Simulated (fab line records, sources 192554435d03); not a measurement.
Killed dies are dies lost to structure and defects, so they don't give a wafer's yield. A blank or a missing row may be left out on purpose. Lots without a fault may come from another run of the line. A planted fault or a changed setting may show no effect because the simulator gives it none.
A struck lot beside a sound one | flow n5_finfet | 15 steps out of a route of 1938
Sound: wafers L945.1, L945.3, L945.5. Struck: wafer L954.3. (L954.2, L954.6 of the same lot were not struck and are left out.) The cause comes at the end.
At each step with rows: each side's tool, then ch and its chambers, then its first start. Under that, the readings that differ: sound wafers | struck wafers | difference of the means | sigmas: that difference in standard deviations of wafers without a fault.
alike: readings whose means differ by less than 2 such deviations, and words and numbers that are the same on both sides. not compared: withheld readings, readings that some wafer has no value for, bounds like >300 that may hide the same value, and numbers for which the record gives no deviation and whose values overlap.
The two part at a step that has a row with sigmas, a row that says differs or no value, or rows on one side only. Numbers that don't overlap but have no deviation are shown without sigmas and don't part them. A reading that every wafer of one side lacks parts them only if that side has two wafers or more.

first, 6 steps without rows for these wafers: N5_MIM_BOT_LITHO_EBR_04; N5_MIM_BOT_LITHO_SOFTBAKE_03 (time 90 s); N5_MIM_BOT_LITHO_EXPOSE_05 (exposes mask MIM BOT); N5_MIM_BOT_LITHO_PEB_06; N5_MIM_BOT_LITHO_DEVELOP_07 (develop time 60 s); N5_MIM_BOT_LITHO_HARDBAKE_09 (time 120 s).
N5_MIM_BOT_LITHO_CD_MEAS_08: target cd 3000 nm.
  sound on cd_sem-01 ch 0, day 13 08:16; struck on cd_sem-03 ch 0, day 16 09:03
  alike: cd_nm
N5_MIM_BOT_LITHO_OVL_MEAS_11:
  sound on overlay-01 ch 0, day 13 08:18; struck on overlay-01 ch 0, day 16 09:05
  alike: MIM_BOT_OVL
N5_MIM_BOT_LITHO_INSPECT_12: inspects for defects (macro).
  sound on defect_inspect-01, day 13 08:19; struck on defect_inspect-01, day 16 09:06
  alike: raw_defect_count
N5_MIM_BOT_LITHO_DESCUM_10: chemistry O2, time 7.9 s.
  sound on rie_diel-02 ch 1,3, day 13 08:29; struck on rie_diel-02 ch 2, day 16 09:20
  alike: drypump_motor_current_A, oes_product_au, rf_vpp_V, showerhead_plenum_p_Torr, throttle_valve_pct
  not compared: rf_hours_counter_h
N5_MIM_BOT_ETCH_ETCH_04: etches SiNx in CF4/O2, target depth 26 nm, time 13 s.
  sound on rie_diel-02 ch 1,3, day 13 08:33; struck on rie_diel-02 ch 2, day 16 09:25
  alike: bias_w, drypump_motor_current_A, mfc_ar_sccm, oes_o_777_au, oes_product_au, rf_vpp_V, showerhead_plenum_p_Torr, throttle_valve_pct
  not compared: rf_hours_counter_h
N5_MIM_BOT_ETCH_ETCH_03: etches the open film in Cl2/BCl3, target depth 12 nm.
  sound on rie_metal-02 ch 0,1, day 13 08:38; struck on rie_metal-01 ch 1, day 16 09:30
  reading    | sound              | struck | difference | sigmas
  bias_w (W) | 99.76 100.14 99.60 | 100.49 | +0.66      | +2
  alike: drypump_motor_current_A, oes_product_au, throttle_valve_pct
  not compared: rf_hours_counter_h
N5_MIM_BOT_ETCH_ETCH_00: etches TiN in Cl2/BCl3, target depth 45.5 nm.
  sound on rie_metal-02 ch 0,1, day 13 08:44; struck on rie_metal-01 ch 1, day 16 09:35
  reading                  | sound             | struck | difference | sigmas
  bias_w (W)               | 126.1 127.1 126.1 | 142.1  | +15.7      | +39
  model.etch.depth_nm (nm) | 47.59 46.48 47.73 | 49.85  | +2.58      |
  alike: drypump_motor_current_A, mfc_ar_sccm, oes_product_au, throttle_valve_pct
  not compared: rf_hours_counter_h
N5_MIM_BOT_ETCH_STRIP_01: strips in O2.
  sound on rie_diel-02 ch 1,3, day 13 08:59; struck on rie_diel-03 ch 3, day 16 09:44
  reading                | sound             | struck | difference | sigmas
  oes_product_au (a.u.)  | 0.71 0.80 0.69    | 1.01   | +0.28      | +3
  throttle_valve_pct (%) | 16.63 16.70 16.63 | 16.02  | -0.63      | -3
  alike: drypump_motor_current_A, rf_vpp_V, showerhead_plenum_p_Torr
  not compared: rf_hours_counter_h
then, 1 step without rows for these wafers: N5_PASSIVATION_PROBE_49.

WHERE THEY PART
First at N5_MIM_BOT_ETCH_ETCH_03; last, within this record, at N5_MIM_BOT_ETCH_STRIP_01.

WHY: what the simulator had put in
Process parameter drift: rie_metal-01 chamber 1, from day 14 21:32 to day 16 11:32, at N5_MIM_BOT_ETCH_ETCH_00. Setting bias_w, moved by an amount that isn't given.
